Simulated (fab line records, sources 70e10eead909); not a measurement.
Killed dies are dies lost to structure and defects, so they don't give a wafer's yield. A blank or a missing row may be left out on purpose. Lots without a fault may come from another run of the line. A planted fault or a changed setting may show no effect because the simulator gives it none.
Chamber matching | flow nand_harc | NHARC_A_CHANNEL_HOLE_D1_DEP_01 on pecvd-04: 3 sister chambers
The step deposits SiON, target thk 140 nm. 3 wafers are shown with their chamber, then 9 later ones without.

WAFERS WITH THEIR CHAMBER
wafer  | chamber | heater_power_w (W)
L087.3 | 1       | 742
L087.4 | 0       | 882
L087.6 | 2       | 754

WAFERS WITHOUT THEIR CHAMBER
wafer  | heater_power_w (W)
L086.1 | 871
L086.5 | 727
L086.6 | 691
L089.3 | 849
L089.4 | 808
L089.6 | 862
L094.1 | 774
L094.2 | 809
L094.3 | 901

WHICH CHAMBER EACH WENT THROUGH
wafer  | from the rows above          | in truth
L086.1 | 0                            | 0
L086.5 | can't be placed: 1 or 2      | 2
L086.6 | can't be placed: 1 or 2      | 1
L089.3 | can't be placed: 0 or 2      | 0
L089.4 | can't be placed: 2 or 1 or 0 | 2
L089.6 | 0                            | 0
L094.1 | can't be placed: 2 or 1      | 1
L094.2 | can't be placed: 2 or 1 or 0 | 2
L094.3 | 0                            | 0
Placed correctly: 3 of 9. Can't be placed from these rows: 6 (the true chamber is among the candidates in 6). Placed wrongly: 0.
How it was worked out, from the rows above alone: a wafer's distance from a chamber is the root of the sum, over the readings, of the square of ((its reading less the chamber's mean) divided by the reading's scatter). The wafer belongs to the nearest chamber; if the next one is less than 2 further off, it can't be placed. A chamber's mean is the mean of its shown wafers. The scatter: with one shown wafer a chamber, the root of the mean of the squares of how far each hidden wafer lies from its nearest shown one.
